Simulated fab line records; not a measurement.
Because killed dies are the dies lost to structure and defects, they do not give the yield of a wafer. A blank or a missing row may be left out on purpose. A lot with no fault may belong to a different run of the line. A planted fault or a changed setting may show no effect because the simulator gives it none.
A single fault, viewed from 3 desks / flow n5 finfet / only its own numbers are on each desk; what lay behind them is given at the end

## THE DEFECT DESK
Counts from the inspections along the route, per lot, as means over the sampled wafers that have a number. Any lot whose mean is over 4 standard deviations away from the usual mean is out of limits and marked OUT; that distance is given in the brackets.
Columns: A = raw defect count at N5_FIN_CUT_INSPECT_10, usual 40
lot=L337; first seen here=day 2 21:16; A=29
lot=L338; first seen here=day 3 04:04; A=49
lot=L343; first seen here=day 4 09:10; A=41
lot=L346; first seen here=day 5 05:02; A=40
lot=L351; first seen here=day 6 08:53; A=30
This desk's finding: nothing out of limits on any of the 5 lots.

## DESK OF THE TOOL OWNER: rie diel-06
The tool's own readings at N5_FIN_CUT_CUT_ETCH_26 (etches SiNx in CH3F/O2, target depth 39 nm, time 55.7 s): means of the sampled wafers that have a number, for each lot that ran on this tool. Any lot whose mean is over 4 standard deviations away from the usual mean is out of limits and marked OUT; that distance is given in the brackets.
Columns: A = drypump motor current A at N5_FIN_CUT_CUT_ETCH_26, usual 5.58 A; B = oes product au at N5_FIN_CUT_CUT_ETCH_26, usual 0.77 a.u.; C = rf vpp V at N5_FIN_CUT_CUT_ETCH_26, usual 296 V; D = showerhead plenum p Torr at N5_FIN_CUT_CUT_ETCH_26, usual 2.03 Torr; E = throttle valve pct at N5_FIN_CUT_CUT_ETCH_26, usual 16.37 %
lot=L338; first seen here=day 3 04:32; A=5.39; B=0.77; C=293; D=2.01; E=16.39
lot=L343; first seen here=day 4 09:40; A=5.47; B=0.84; C=293; D=1.99; E=16.26
lot=L346; first seen here=day 5 05:30; A=5.46; B=0.71; C=291; D=2.02; E=16.51
lot=L351; first seen here=day 6 09:23; A=5.66; B=0.83; C=292; D=2.03; E=16.49
This desk's finding: nothing out of limits on any of the 4 lots.

## AT THE METROLOGY DESK
Lot by lot, what the gauges showed, no matter which tool ran the lot: averages of those sampled wafers that carry a number. Any lot whose mean is over 4 standard deviations away from the usual mean is out of limits and marked OUT; that distance is given in the brackets. Of its 12 readings 7 are shown: those that lie furthest out on some lot.
Columns: A = cd nm at N5_FIN_CUT_CD_MEAS_08, usual 29.07 nm; B = DIBL_P at N5_BEOL_M4_RC_MEAS_101, usual 35.9 mV/V; C = IOFF_P at N5_BEOL_M4_RC_MEAS_101, usual 0.21 nA/um; D = ION_P at N5_BEOL_M4_RC_MEAS_101, usual 462 uA/um; E = SS_P at N5_BEOL_M4_RC_MEAS_101, usual 73.2 mV/dec; F = VT_N at N5_BEOL_M4_RC_MEAS_101, usual 250 mV; G = VT_P at N5_BEOL_M4_RC_MEAS_101, usual -250 mV
lot=L337; first seen here=day 2 21:10; A=29.19; B=34.1; C=0.16; D=454; E=73.1; F=254; G=-256
lot=L338; first seen here=day 3 03:58; A=29.28; B=35.8; C=0.17; D=453; E=72.9; F=251; G=-253
lot=L343; first seen here=day 4 09:04; A=29.33; B=35.7; C=0.21; D=461; E=73.6; F=248; G=-250
lot=L346; first seen here=day 5 04:56; A=28.93; B=36.3; C=0.20; D=464; E=73.8; F=250; G=-251
lot=L351; first seen here=day 6 08:48; A=29.24; B=36.7; C=0.22; D=461; E=73.7; F=247; G=-248
This desk's finding: nothing out of limits on any of the 5 lots.

## ALL TOGETHER
Nothing the defect desk looked at was out of limits.
The tool owner's desk saw nothing out of limits.
Nothing out of limits was seen by the metrology desk.

## WHAT THE SIMULATOR PUT IN
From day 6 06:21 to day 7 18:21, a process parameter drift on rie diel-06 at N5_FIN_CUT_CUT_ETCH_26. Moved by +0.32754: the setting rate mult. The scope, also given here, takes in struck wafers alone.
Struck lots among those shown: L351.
